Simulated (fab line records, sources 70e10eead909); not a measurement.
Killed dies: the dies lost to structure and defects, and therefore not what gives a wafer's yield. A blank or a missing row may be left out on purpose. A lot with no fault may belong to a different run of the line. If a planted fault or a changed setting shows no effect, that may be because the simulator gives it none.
Matching of chambers | flow nand harc | NHARC_A_CHANNEL_FILL_D2_CMP_10 on cmp-01 has 4 sister chambers
The step polishes, target thk 150 nm. 18 wafers are shown with their chamber, then 9 later ones without.

## WAFERS PAIRED WITH THEIR CHAMBERS
wafer  | chamber | motor current A (A) | time to endpoint s (s)
L074.2 | 2       | 11.4                | 17.1
L074.5 | 3       | 11.5                | 12.6
L074.6 | 2       | 11.3                | 13.7
L079.2 | 1       | 12.6                | 16.4
L079.4 | 0       | 12.5                | 18.3
L079.6 | 2       | 10.6                | 22.3
L081.1 | 2       | 10.4                | 17.8
L081.4 | 0       | 11.0                | 18.0
L081.6 | 0       | 12.1                | 17.0
L087.3 | 2       | 10.1                | 19.2
L087.5 | 3       | 11.8                | 15.5
L087.6 | 0       | 11.8                | 18.9
L089.2 | 2       | 10.8                | 15.8
L089.3 | 0       | 11.6                | 17.9
L089.5 | 1       | 12.0                | 16.0
L091.2 | 3       | 12.0                | 18.5
L091.4 | 2       | 10.5                | 23.0
L091.5 | 0       | 11.9                | 22.3

SIGNATURES (averages over the wafers above)
reading            | chamber 0 | chamber 1 | chamber 2 | chamber 3 | scatter within a chamber
motor current A    | 11.817    | 12.300    | 10.729    | 11.767    | 0.457
time to endpoint s | 18.733    | 16.200    | 18.414    | 15.533    | 2.71
Rule: for each reading, subtract the chamber's mean from the wafer's reading, divide by that reading's scatter and square the result; add these up over the readings and take the root, which gives the wafer's distance from the chamber. The wafer belongs to the nearest chamber; if the next one is less than 2 further off, it can't be placed. How the scatter is found: for the shown wafers, subtract from each reading the mean of its chamber, square and add these, divide the total by (wafers less chambers), then take the root.

## WAFERS WITH NO CHAMBER GIVEN
wafer  | motor current A (A) | time to endpoint s (s)
L092.2 | 11.1                | 13.3
L092.5 | 11.4                | 15.1
L092.6 | 12.0                | 13.3
L093.1 | 11.0                | 15.2
L093.2 | 11.9                | 13.3
L093.4 | 12.2                | 14.7
L095.2 | 12.3                | 15.5
L095.3 | 11.8                | 13.4
L095.6 | 12.5                | 14.0

## EACH ONE'S CHAMBER
wafer  | from the rows above               | in truth
L092.2 | can't be placed: 3 or 2 or 0 or 1 | 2
L092.5 | can't be placed: 3 or 0 or 2 or 1 | 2
L092.6 | can't be placed: 3 or 1 or 0      | 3
L093.1 | can't be placed: 2 or 3 or 0 or 1 | 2
L093.2 | can't be placed: 3 or 1 or 0      | 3
L093.4 | can't be placed: 1 or 3 or 0      | 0
L095.2 | can't be placed: 1 or 3 or 0      | 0
L095.3 | can't be placed: 3 or 1 or 0      | 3
L095.6 | can't be placed: 1 or 3 or 0      | 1
Correctly placed: 0 of 9. These rows do not allow placing 9 (true chamber among the candidates in 9). Wrongly placed: 0.
